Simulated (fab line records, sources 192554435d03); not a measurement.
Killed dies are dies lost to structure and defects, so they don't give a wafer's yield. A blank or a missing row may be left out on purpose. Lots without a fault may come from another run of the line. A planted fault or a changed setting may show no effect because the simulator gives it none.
A struck lot beside a sound one | flow n5_finfet | 17 steps out of a route of 1938
Sound: wafers L153.1, L153.2, L153.5. Struck: wafers L159.2, L159.4, L159.5. The cause comes at the end.
At each step with rows: each side's tool, then ch and its chambers, then its first start. Under that, the readings that differ: sound wafers | struck wafers | difference of the means | sigmas: that difference in standard deviations of wafers without a fault.
alike: readings whose means differ by less than 2 such deviations, and words and numbers that are the same on both sides. not compared: withheld readings, readings that some wafer has no value for, bounds like >300 that may hide the same value, and numbers for which the record gives no deviation and whose values overlap.
The two part at a step that has a row with sigmas, a row that says differs or no value, or rows on one side only. Numbers that don't overlap but have no deviation are shown without sigmas and don't part them. A reading that every wafer of one side lacks parts them only if that side has two wafers or more.

N5_BEOL_M1_ANNEAL_82: time 240 s.
  sound on pvd_sputter-01, day 7 21:05; struck on pvd_sputter-01, day 8 07:43
  alike: heater_power_w
then, 1 step without rows for these wafers: N5_BEOL_M1_SPUTTER_86 (material Cu, target thk 4.5 nm, time 8.29 s).
N5_BEOL_M1_ANNEAL_87: time 240 s.
  sound on pvd_sputter-01, day 7 21:19; struck on pvd_sputter-01, day 8 07:56
  alike: heater_power_w
N5_BEOL_M1_SPUTTER_88: material Cu, target thk 4.5 nm, time 8.29 s.
  sound on pvd_sputter-01, day 7 21:27; struck on pvd_sputter-01, day 8 08:05
  alike: throttle_valve_pct
then, 4 steps without rows for these wafers: N5_BEOL_M1_ANNEAL_89 (time 240 s); N5_BEOL_M1_SPUTTER_90 (material Cu, target thk 4.5 nm, time 8.29 s); N5_BEOL_M1_ANNEAL_91 (time 240 s); N5_BEOL_M1_SPUTTER_92 (material Cu, target thk 4.5 nm, time 8.29 s).
N5_BEOL_M1_ANNEAL_93: time 240 s.
  sound on pvd_sputter-01, day 7 21:58; struck on pvd_sputter-01, day 8 08:36
  alike: heater_power_w
then, 1 step without rows for these wafers: N5_BEOL_M1_SPUTTER_94 (material Cu, target thk 4.5 nm, time 8.29 s).
N5_BEOL_M1_ANNEAL_95: time 240 s.
  sound on pvd_sputter-01, day 7 22:11; struck on pvd_sputter-01, day 8 08:49
  alike: heater_power_w
then, 1 step without rows for these wafers: N5_BEOL_M1_SPUTTER_96 (material Cu, target thk 4.5 nm, time 8.29 s).
N5_BEOL_M1_ECD_50: material Cu, target thk 300 nm.
  sound on ecd_cu-01 ch 0,1, day 7 22:26; struck on ecd_cu-02 ch 1, day 8 09:05
then, 1 step without rows for these wafers: N5_BEOL_M1_ANNEAL_51 (time 90 s).
N5_BEOL_M1_CMP_52: polishes, stops on SiOC, t overpolish 6.8 s, target thk 40 nm.
  sound on cmp-04 ch 1,2,3, day 7 22:49; struck on cmp-03 ch 1,2,3, day 8 09:32
  reading                | sound    | struck | difference | sigmas
  time_to_endpoint_s (s) | 65 61 65 | 5 3 2  | -60        | -19
  alike: motor_current_A
N5_BEOL_M4_RC_MEAS_101:
  the record has rows for the sound wafers here (prober-02 ch 0, day 9 12:16) and none for the struck ones
-- the record jumps here: 6 days lie between the struck wafers' starts before and after (it left off in module BEOL_M4 and takes up again in module PASSIVATION, whose first step shown is number 1936 of the route) --
N5_PASSIVATION_PROBE_49:
  sound on prober-02, day 14 08:16; struck on prober-01, day 14 21:32
  reading                  | sound          | struck         | difference | sigmas
  defect_limited_yield (%) | 92.9 91.8 94.2 | 0 0 0          | -93        | -58
  killed_at_M0_to_M3       | 41 41 39       | 1119 1116 1130 | +1081      | +98
  killed_dies              | 84 97 69       | 1180 1180 1180 | +1097      | +58
  killed_on_rim            | 9 13 6         | 152 152 152    | +143       | +37
  sort_bin_5_function (%)  | 3.6 4.2 4.0    | 96.2 96.4 97.8 | +92.9      | +93
  sort_n_pass              | 1096 1083 1111 | 0 0 0          | -1097      | -50
  sort_yield_pct (%)       | 92.9 91.8 94.2 | 0 0 0          | -93        | -49
  alike: killed_at_M4_up, killed_at_contacts, killed_at_front_end, killed_at_other, killed_open, killed_short, sort_bin_6_memory

WHERE THEY PART
First at N5_BEOL_M1_CMP_52; last, within this record, at N5_PASSIVATION_PROBE_49.

WHY: what the simulator had put in
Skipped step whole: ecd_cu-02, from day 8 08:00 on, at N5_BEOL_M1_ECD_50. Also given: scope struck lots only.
